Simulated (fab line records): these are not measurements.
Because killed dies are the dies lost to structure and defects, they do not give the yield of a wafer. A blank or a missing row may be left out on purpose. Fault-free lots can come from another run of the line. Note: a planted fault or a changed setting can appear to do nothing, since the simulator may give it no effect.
Chamber matching + flow n5_finfet + N5_GATE_CUT_ALD_22 on ald_sin-02: 4 sister chambers
The step deposits SiNx, target thk 16 nm, pulse time 1 s, ald cycles 320. 4 wafers are shown with their chamber, then 7 later ones without.

EACH WAFER AND ITS CHAMBER
| wafer  | chamber | heater_power_w (W) |
|--------|---------|--------------------|
| L759.3 | 0       | 787                |
| L759.4 | 2       | 826                |
| L760.1 | 3       | 970                |
| L760.2 | 1       | 746                |

WAFERS WITH NO CHAMBER GIVEN
| wafer  | heater_power_w (W) |
|--------|--------------------|
| L760.4 | 766                |
| L763.1 | 750                |
| L763.2 | 743                |
| L763.3 | 949                |
| L773.1 | 949                |
| L773.2 | 775                |
| L773.6 | 766                |

WHICH CHAMBER EACH ONE RAN IN
| wafer  | from the rows above     | in truth                   |
|--------|-------------------------|----------------------------|
| L760.4 | can't be placed: 1 or 0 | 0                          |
| L763.1 | 1                       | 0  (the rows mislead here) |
| L763.2 | 1                       | 1                          |
| L763.3 | 3                       | 3                          |
| L773.1 | 3                       | 3                          |
| L773.2 | can't be placed: 0 or 1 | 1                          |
| L773.6 | can't be placed: 1 or 0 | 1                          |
Correct placement for 3 of the 7. Can't be placed from these rows: 3 (the true chamber is among the candidates in 3). 1 placed wrongly.
How it was worked out, from the rows above alone: a wafer's distance from a chamber is the root of the sum, over the readings, of the square of ((its reading less the chamber's mean) divided by the reading's scatter). The wafer belongs to the nearest chamber; if the next one is less than 2 further off, it can't be placed. The mean given for a chamber averages the wafers shown for that chamber. The scatter: with one shown wafer a chamber, the root of the mean of the squares of how far each hidden wafer lies from its nearest shown one.
